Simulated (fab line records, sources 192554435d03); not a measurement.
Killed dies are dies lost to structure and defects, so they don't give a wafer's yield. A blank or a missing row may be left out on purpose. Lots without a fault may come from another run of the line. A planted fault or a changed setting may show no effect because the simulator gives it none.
Chamber matching | flow n5_finfet | N5_HKMG_FIN_ETCH_54 on rie_diel-02: 4 sister chambers
The step etches SiARC in CF4, target depth 45.5 nm, time 75.8 s. 14 wafers are shown with their chamber, then 7 later ones without.

WAFERS WITH THEIR CHAMBER
wafer  | chamber | drypump_motor_current_A (A) | showerhead_plenum_p_Torr (Torr) | etch_rf_on_time_s (s)
L870.2 | 3       | 6.5                         | 2.13                            | 80.9
L870.3 | 2       | 5.6                         | 2.13                            | 75.4
L870.4 | 1       | 5.9                         | 2.18                            | 80.6
L872.1 | 3       | 6.6                         | 2.12                            | 81.0
L872.4 | 0       | 6.2                         | 2.05                            | 75.7
L872.6 | 2       | 5.6                         | 2.13                            | 74.4
L875.2 | 1       | 5.9                         | 2.18                            | 80.8
L875.3 | 3       | 6.6                         | 2.12                            | 81.2
L875.6 | 2       | 5.6                         | 2.12                            | 76.4
L881.1 | 1       | 5.9                         | 2.18                            | 81.2
L881.2 | 3       | 6.5                         | 2.12                            | 82.0
L881.3 | 2       | 5.6                         | 2.12                            | 76.8
L888.3 | 0       | 6.1                         | 2.04                            | 75.6
L888.5 | 3       | 6.5                         | 2.11                            | 80.5

SIGNATURES (means of the wafers above)
reading                  | chamber 0 | chamber 1 | chamber 2 | chamber 3 | scatter within a chamber
drypump_motor_current_A  | 6.150     | 5.900     | 5.600     | 6.540     | 0.0412
showerhead_plenum_p_Torr | 2.0450    | 2.1800    | 2.1250    | 2.1200    | 0.00592
etch_rf_on_time_s        | 75.650    | 80.867    | 75.750    | 81.120    | 0.699
Rule: a wafer's distance from a chamber is the root of the sum, over the readings, of the square of ((its reading less the chamber's mean) divided by the reading's scatter). The wafer belongs to the nearest chamber; if the next one is less than 2 further off, it can't be placed. The scatter: the root of (the sum of the squares of (reading less its chamber's mean) over the shown wafers, divided by (wafers less chambers)).

WAFERS WITHOUT THEIR CHAMBER
wafer  | drypump_motor_current_A (A) | showerhead_plenum_p_Torr (Torr) | etch_rf_on_time_s (s)
L888.6 | 5.6                         | 2.11                            | 75.6
L889.2 | 6.1                         | 2.04                            | 75.4
L889.3 | 5.9                         | 2.17                            | 80.1
L889.5 | 5.9                         | 2.17                            | 79.8
L890.2 | 6.5                         | 2.11                            | 81.1
L890.4 | 6.1                         | 2.04                            | 75.6
L890.5 | 5.9                         | 2.17                            | 79.2

WHICH CHAMBER EACH WENT THROUGH
wafer  | from the rows above | in truth
L888.6 | 2                   | 2
L889.2 | 0                   | 0
L889.3 | 1                   | 1
L889.5 | 1                   | 1
L890.2 | 3                   | 3
L890.4 | 0                   | 0
L890.5 | 1                   | 1
Placed correctly: 7 of 7. Can't be placed from these rows: 0. Placed wrongly: 0.
